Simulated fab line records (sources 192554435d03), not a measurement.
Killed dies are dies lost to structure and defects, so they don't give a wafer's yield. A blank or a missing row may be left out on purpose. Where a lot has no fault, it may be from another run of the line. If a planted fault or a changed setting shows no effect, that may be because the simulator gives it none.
Which tool is to blame? || flow n5Finfet || Sampling: 10 lots, 30 wafers, 6 of 1938 route steps

## WHAT EACH GAUGE READ, for each wafer
N5_SD_EPI_P_INSPECT_11: inspects for defects (macro).
{"lot": "L435", "measured": "day 3 12:17", "on": "defectInspect-02", "rawDefectCount": "2 1 3"}
{"lot": "L436", "measured": "day 3 18:05", "on": "defectInspect-02", "rawDefectCount": "1 1 2"}
{"lot": "L439", "measured": "day 4 12:49", "on": "defectInspect-01", "rawDefectCount": "1 1 0"}
{"lot": "L440", "measured": "day 4 19:06", "on": "defectInspect-02", "rawDefectCount": "1 1 1"}
{"lot": "L441", "measured": "day 5 05:31", "on": "defectInspect-02", "rawDefectCount": "0 3 2"}
{"lot": "L443", "measured": "day 5 19:11", "on": "defectInspect-02", "rawDefectCount": "3 1 1"}
{"lot": "L451", "measured": "day 7 13:34", "on": "defectInspect-02", "rawDefectCount": "2 3 2"}
{"lot": "L452", "measured": "day 7 22:52", "on": "defectInspect-01", "rawDefectCount": "2 3 0"}
{"lot": "L453", "measured": "day 7 23:20", "on": "defectInspect-01", "rawDefectCount": "6 3 2"}
{"lot": "L456", "measured": "day 8 15:56", "on": "defectInspect-01", "rawDefectCount": "4 2 1"}

N5_SD_EPI_P_INSPECT_26: inspects for defects (darkfield).
{"lot": "L435", "measured": "day 3 16:03", "on": "defectInspect-01", "rawDefectCount": "251 204 222"}
{"lot": "L436", "measured": "day 3 22:43", "on": "defectInspect-02", "rawDefectCount": "124 153 95"}
{"lot": "L439", "measured": "day 4 17:25", "on": "defectInspect-01", "rawDefectCount": "206 216 205"}
{"lot": "L440", "measured": "day 4 23:44", "on": "defectInspect-02", "rawDefectCount": "149 124 131"}
{"lot": "L441", "measured": "day 5 10:07", "on": "defectInspect-01", "rawDefectCount": "176 204 218"}
{"lot": "L443", "measured": "day 5 23:49", "on": "defectInspect-02", "rawDefectCount": "133 149 182"}
{"lot": "L451", "measured": "day 7 17:19", "on": "defectInspect-02", "rawDefectCount": "161 1530 169"}
{"lot": "L452", "measured": "day 8 02:37", "on": "defectInspect-02", "rawDefectCount": "189 181 153"}
{"lot": "L453", "measured": "day 8 03:32", "on": "defectInspect-02", "rawDefectCount": "134 103 1463"}
{"lot": "L456", "measured": "day 8 19:42", "on": "defectInspect-01", "rawDefectCount": "176 177 206"}

N5_BEOL_M4_RC_MEAS_101.
{"lot": "L435", "measured": "day 9 00:19", "on": "prober-02", "DIBL_N (mV/V)": "37.7 36.5 36.5", "DIBL_P (mV/V)": "37.5 35.6 36.0", "IOFF_N (nA/um)": "0.18 0.16 0.16", "IOFF_P (nA/um)": "0.22 0.19 0.19", "ION_N (uA/um)": "674 666 676", "ION_P (uA/um)": "463 456 453", "SS_N (mV/dec)": "71.6 71.3 71.7", "SS_P (mV/dec)": "73.8 73.2 73.5", "VT_N (mV)": "250 250 250", "VT_P (mV)": "-249 -252 -252"}
{"lot": "L436", "measured": "day 8 18:03", "on": "prober-02", "DIBL_N (mV/V)": "35.1 37.2 37.5", "DIBL_P (mV/V)": "33.9 36.8 35.1", "IOFF_N (nA/um)": "0.13 0.17 0.17", "IOFF_P (nA/um)": "0.15 0.19 0.16", "ION_N (uA/um)": "653 682 677", "ION_P (uA/um)": "449 455 451", "SS_N (mV/dec)": "70.7 71.6 71.5", "SS_P (mV/dec)": "73.5 73.1 73.5", "VT_N (mV)": "251 251 248", "VT_P (mV)": "-257 -255 -256"}
{"lot": "L439", "measured": "day 9 05:38", "on": "prober-02", "DIBL_N (mV/V)": "38.0 35.7 37.3", "DIBL_P (mV/V)": "40.4 36.3 39.3", "IOFF_N (nA/um)": "0.20 0.16 0.18", "IOFF_P (nA/um)": "0.27 0.20 0.26", "ION_N (uA/um)": "687 670 671", "ION_P (uA/um)": "469 464 463", "SS_N (mV/dec)": "72.1 71.7 72.3", "SS_P (mV/dec)": "73.6 72.8 73.7", "VT_N (mV)": "244 248 248", "VT_P (mV)": "-246 -251 -248"}
{"lot": "L440", "measured": "day 9 04:58", "on": "prober-01", "DIBL_N (mV/V)": "38.8 36.9 37.5", "DIBL_P (mV/V)": "41.7 38.2 38.4", "IOFF_N (nA/um)": "0.23 0.18 0.19", "IOFF_P (nA/um)": "0.27 0.21 0.21", "ION_N (uA/um)": "694 676 683", "ION_P (uA/um)": "468 452 456", "SS_N (mV/dec)": "72.2 71.8 71.6", "SS_P (mV/dec)": "74.3 73.9 74.3", "VT_N (mV)": "245 250 248", "VT_P (mV)": "-251 -252 -254"}
{"lot": "L441", "measured": "day 9 08:10", "on": "prober-01", "DIBL_N (mV/V)": "36.3 35.7 37.0", "DIBL_P (mV/V)": "36.9 35.5 37.6", "IOFF_N (nA/um)": "0.17 0.14 0.17", "IOFF_P (nA/um)": "0.23 0.21 0.25", "ION_N (uA/um)": "685 662 676", "ION_P (uA/um)": "471 460 467", "SS_N (mV/dec)": "71.0 71.5 71.1", "SS_P (mV/dec)": "73.6 73.7 72.9", "VT_N (mV)": "245 250 248", "VT_P (mV)": "-246 -250 -246"}
{"lot": "L443", "measured": "day 10 05:55", "on": "prober-01", "DIBL_N (mV/V)": "34.8 34.6 35.2", "DIBL_P (mV/V)": "34.7 34.8 35.8", "IOFF_N (nA/um)": "0.15 0.13 0.15", "IOFF_P (nA/um)": "0.20 0.21 0.23", "ION_N (uA/um)": "662 657 673", "ION_P (uA/um)": "461 454 464", "SS_N (mV/dec)": "71.6 70.7 71.5", "SS_P (mV/dec)": "72.5 71.8 72.8", "VT_N (mV)": "251 253 251", "VT_P (mV)": "-249 -252 -249"}
{"lot": "L451", "measured": "day 12 06:56", "on": "prober-02", "DIBL_N (mV/V)": "38.5 35.0 32.8", "DIBL_P (mV/V)": "38.0 34.8 32.0", "IOFF_N (nA/um)": "0.19 0.13 0.11", "IOFF_P (nA/um)": "0.24 0.20 0.16", "ION_N (uA/um)": "676 654 660", "ION_P (uA/um)": "466 458 455", "SS_N (mV/dec)": "71.9 71.2 70.6", "SS_P (mV/dec)": "73.7 72.8 72.6", "VT_N (mV)": "248 252 253", "VT_P (mV)": "-249 -252 -255"}
{"lot": "L452", "measured": "day 12 15:16", "on": "prober-02", "DIBL_N (mV/V)": "36.3 34.8 37.2", "DIBL_P (mV/V)": "35.0 33.8 35.8", "IOFF_N (nA/um)": "0.17 0.13 0.18", "IOFF_P (nA/um)": "0.26 0.23 0.26", "ION_N (uA/um)": "681 668 681", "ION_P (uA/um)": "470 469 471", "SS_N (mV/dec)": "71.5 71.8 71.3", "SS_P (mV/dec)": "72.7 72.6 73.8", "VT_N (mV)": "247 254 247", "VT_P (mV)": "-245 -245 -245"}
{"lot": "L453", "measured": "day 12 21:56", "on": "prober-01", "DIBL_N (mV/V)": "37.1 36.4 38.0", "DIBL_P (mV/V)": "37.7 35.5 38.3", "IOFF_N (nA/um)": "0.17 0.15 0.21", "IOFF_P (nA/um)": "0.27 0.22 0.28", "ION_N (uA/um)": "679 668 702", "ION_P (uA/um)": "465 461 472", "SS_N (mV/dec)": "72.8 71.0 73.2", "SS_P (mV/dec)": "73.5 73.3 74.1", "VT_N (mV)": "248 252 244", "VT_P (mV)": "-245 -245 -245"}
{"lot": "L456", "measured": "day 13 07:12", "on": "prober-02", "DIBL_N (mV/V)": "37.5 38.9 35.0", "DIBL_P (mV/V)": "38.7 40.3 35.1", "IOFF_N (nA/um)": "0.20 0.23 0.14", "IOFF_P (nA/um)": "0.28 0.30 0.22", "ION_N (uA/um)": "681 696 660", "ION_P (uA/um)": "473 471 468", "SS_N (mV/dec)": "72.4 72.0 71.2", "SS_P (mV/dec)": "74.4 74.2 73.2", "VT_N (mV)": "244 245 251", "VT_P (mV)": "-247 -243 -249"}

## EACH LOT AND THE TOOL THAT RAN IT (in order: tool; ch and the chambers of the sampled wafers; start)
{"lot": "L435", "N5_SD_EPI_P_WET_ETCH_45": "wetBench-03 ch 0,2,3, day 3 13:06", "N5_ILD0_CMP_07": "cmp-04 ch 0,1,2, day 3 19:34", "N5_ILD0_CMP_12": "cmp-02 ch 0,1, day 3 23:29"}
{"lot": "L436", "N5_SD_EPI_P_WET_ETCH_45": "wetBench-03 ch 1,3,7, day 3 18:53", "N5_ILD0_CMP_07": "cmp-03 ch 1,3, day 4 02:18", "N5_ILD0_CMP_12": "cmp-04 ch 1,2, day 4 06:10"}
{"lot": "L439", "N5_SD_EPI_P_WET_ETCH_45": "wetBench-02 ch 1,2,3, day 4 13:38", "N5_ILD0_CMP_07": "cmp-02 ch 2,3, day 4 21:34", "N5_ILD0_CMP_12": "cmp-03 ch 2,3, day 5 01:35"}
{"lot": "L440", "N5_SD_EPI_P_WET_ETCH_45": "wetBench-02 ch 0,5,6, day 4 19:57", "N5_ILD0_CMP_07": "cmp-03 ch 1,2,3, day 5 04:20", "N5_ILD0_CMP_12": "cmp-04 ch 0,2,3, day 5 08:17"}
{"lot": "L441", "N5_SD_EPI_P_WET_ETCH_45": "wetBench-03 ch 0,2,3, day 5 06:21", "N5_ILD0_CMP_07": "cmp-03 ch 0,3, day 5 13:50", "N5_ILD0_CMP_12": "cmp-03 ch 0,1,3, day 5 17:06"}
{"lot": "L443", "N5_SD_EPI_P_WET_ETCH_45": "wetBench-03 ch 2,5,7, day 5 20:00", "N5_ILD0_CMP_07": "cmp-03 ch 1,2, day 6 03:29", "N5_ILD0_CMP_12": "cmp-03 ch 1,2, day 6 07:04"}
{"lot": "L451", "N5_SD_EPI_P_WET_ETCH_45": "wetBench-03 ch 0,6,7, day 7 14:23", "N5_ILD0_CMP_07": "cmp-03 ch 1,2,3, day 7 21:17", "N5_ILD0_CMP_12": "cmp-02 ch 1,2,3, day 8 00:47"}
{"lot": "L452", "N5_SD_EPI_P_WET_ETCH_45": "wetBench-04 ch 3,5,6, day 7 23:40", "N5_ILD0_CMP_07": "cmp-02 ch 1,2, day 8 06:40", "N5_ILD0_CMP_12": "cmp-04 ch 0,1, day 8 09:53"}
{"lot": "L453", "N5_SD_EPI_P_WET_ETCH_45": "wetBench-03 ch 0,4,7, day 8 00:26", "N5_ILD0_CMP_07": "cmp-04 ch 0,2,3, day 8 07:11", "N5_ILD0_CMP_12": "cmp-02 ch 0,2,3, day 8 10:31"}
{"lot": "L456", "N5_SD_EPI_P_WET_ETCH_45": "wetBench-04 ch 0,2,7, day 8 16:46", "N5_ILD0_CMP_07": "cmp-03 ch 0,1,2, day 8 23:20", "N5_ILD0_CMP_12": "cmp-03 ch 1,2,3, day 9 02:34"}
- N5_SD_EPI_P_WET_ETCH_45: etches SiO2 in dHF, time 10.7 s, target depth 2 nm, rinse time 30 s.
- N5_ILD0_CMP_07: polishes SiO2 flowable, stops on poly-Si, t overpolish 1.18 s, target thk 138.88 nm.
- N5_ILD0_CMP_12: polishes SiNx, stops on poly-Si, t overpolish 6 s, target thk 17.67 nm.

## WHAT THE TOOLS THEMSELVES READ (means of the sampled wafers that have a number; where no wafer has one, the mark that the record gives instead)
N5_ILD0_CMP_07.
{"lot": "L435", "tool": "cmp-04", "edgeZonePressureFrac": 0.998, "motorCurrentA (A)": 12.0, "platenRpm (rpm)": 51.78}
{"lot": "L436", "tool": "cmp-03", "edgeZonePressureFrac": 0.999, "motorCurrentA (A)": 14.0, "platenRpm (rpm)": 51.79}
{"lot": "L439", "tool": "cmp-02", "edgeZonePressureFrac": 0.998, "motorCurrentA (A)": 13.4, "platenRpm (rpm)": 51.80}
{"lot": "L440", "tool": "cmp-03", "edgeZonePressureFrac": 0.998, "motorCurrentA (A)": 14.3, "platenRpm (rpm)": 51.80}
{"lot": "L441", "tool": "cmp-03", "edgeZonePressureFrac": 1.002, "motorCurrentA (A)": 12.3, "platenRpm (rpm)": 51.79}
{"lot": "L443", "tool": "cmp-03", "edgeZonePressureFrac": 1.004, "motorCurrentA (A)": 14.3, "platenRpm (rpm)": 51.79}
{"lot": "L451", "tool": "cmp-03", "edgeZonePressureFrac": 1.002, "motorCurrentA (A)": 14.5, "platenRpm (rpm)": 51.83}
{"lot": "L452", "tool": "cmp-02", "edgeZonePressureFrac": 0.999, "motorCurrentA (A)": 12.6, "platenRpm (rpm)": 51.79}
{"lot": "L453", "tool": "cmp-04", "edgeZonePressureFrac": 0.995, "motorCurrentA (A)": 11.6, "platenRpm (rpm)": 51.82}
{"lot": "L456", "tool": "cmp-03", "edgeZonePressureFrac": 0.996, "motorCurrentA (A)": 13.2, "platenRpm (rpm)": 51.79}

N5_ILD0_CMP_12.
{"lot": "L435", "tool": "cmp-02", "edgeZonePressureFrac": 1.002, "motorCurrentA (A)": 9.0, "overpolishRunS (s)": 5.993, "platenRpm (rpm)": 51.80, "timeToEndpointS (s)": 27.6}
{"lot": "L436", "tool": "cmp-04", "edgeZonePressureFrac": 1.001, "motorCurrentA (A)": 9.1, "overpolishRunS (s)": 5.998, "platenRpm (rpm)": 51.84, "timeToEndpointS (s)": 31.8}
{"lot": "L439", "tool": "cmp-03", "edgeZonePressureFrac": 0.994, "motorCurrentA (A)": 11.1, "overpolishRunS (s)": 6.015, "platenRpm (rpm)": 51.83, "timeToEndpointS (s)": 30.3}
{"lot": "L440", "tool": "cmp-04", "edgeZonePressureFrac": 0.998, "motorCurrentA (A)": 8.0, "overpolishRunS (s)": 5.997, "platenRpm (rpm)": 51.83, "timeToEndpointS (s)": 27.3}
{"lot": "L441", "tool": "cmp-03", "edgeZonePressureFrac": 0.996, "motorCurrentA (A)": 9.5, "overpolishRunS (s)": 5.997, "platenRpm (rpm)": 51.79, "timeToEndpointS (s)": 28.0}
{"lot": "L443", "tool": "cmp-03", "edgeZonePressureFrac": 1.002, "motorCurrentA (A)": 10.9, "overpolishRunS (s)": 5.998, "platenRpm (rpm)": 51.77, "timeToEndpointS (s)": 31.3}
{"lot": "L451", "tool": "cmp-02", "edgeZonePressureFrac": 1.004, "motorCurrentA (A)": 9.5, "overpolishRunS (s)": 6.000, "platenRpm (rpm)": 51.79, "timeToEndpointS (s)": 25.9}
{"lot": "L452", "tool": "cmp-04", "edgeZonePressureFrac": 0.997, "motorCurrentA (A)": 8.5, "overpolishRunS (s)": 5.992, "platenRpm (rpm)": 51.77, "timeToEndpointS (s)": 30.2}
{"lot": "L453", "tool": "cmp-02", "edgeZonePressureFrac": 1.000, "motorCurrentA (A)": 9.6, "overpolishRunS (s)": 6.001, "platenRpm (rpm)": 51.80, "timeToEndpointS (s)": 25.5}
{"lot": "L456", "tool": "cmp-03", "edgeZonePressureFrac": 0.997, "motorCurrentA (A)": 10.5, "overpolishRunS (s)": 5.994, "platenRpm (rpm)": 51.80, "timeToEndpointS (s)": 27.7}

## THE ANSWER, worked out from the rows above alone
Rule: what is usual is taken from the lots themselves. The widest of any qualifying gaps counts: lots, ordered by their means at a reading, are off when they make up no more than a third of the lots, leave a main group of 4 or more, and stand apart from it by 3 or more times the standard deviation of that group's means. Not used: any main group whose means are identical at the precision the tables above print for the reading. Also off: a lot with no number at a reading for which 4 or more lots have one. All remaining lots with rows at the step are treated as sound. After the gauges, taken in route order, come the tools' own readings; for these a lot's mean is taken, as printed above. At the first step where some lot is off, the reading lying furthest off is the one used; lots without a number count as furthest.
Off at N5_SD_EPI_P_INSPECT_26 (rawDefectCount): L451, L453. Main group: mean 176, sd 34.
If a tool, at a process step before that reading, ran all the lots that are off and no sound lot after the first of them, it fits. Not tried: the gauges at N5_SD_EPI_P_INSPECT_26; whatever is off there is also off at N5_ILD0_CMP_07, on other tools, and gauge error can't account for it. One fits: wetBench-03 at N5_SD_EPI_P_WET_ETCH_45. A fault onset in the window from L443 (day 5 20:00, its last sound lot) to L451 (day 7 14:23, its first lot off) fits.

## WHAT THE SIMULATOR PUT IN
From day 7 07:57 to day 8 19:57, wetBench-03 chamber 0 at N5_SD_EPI_P_WET_ETCH_45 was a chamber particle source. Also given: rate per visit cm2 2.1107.
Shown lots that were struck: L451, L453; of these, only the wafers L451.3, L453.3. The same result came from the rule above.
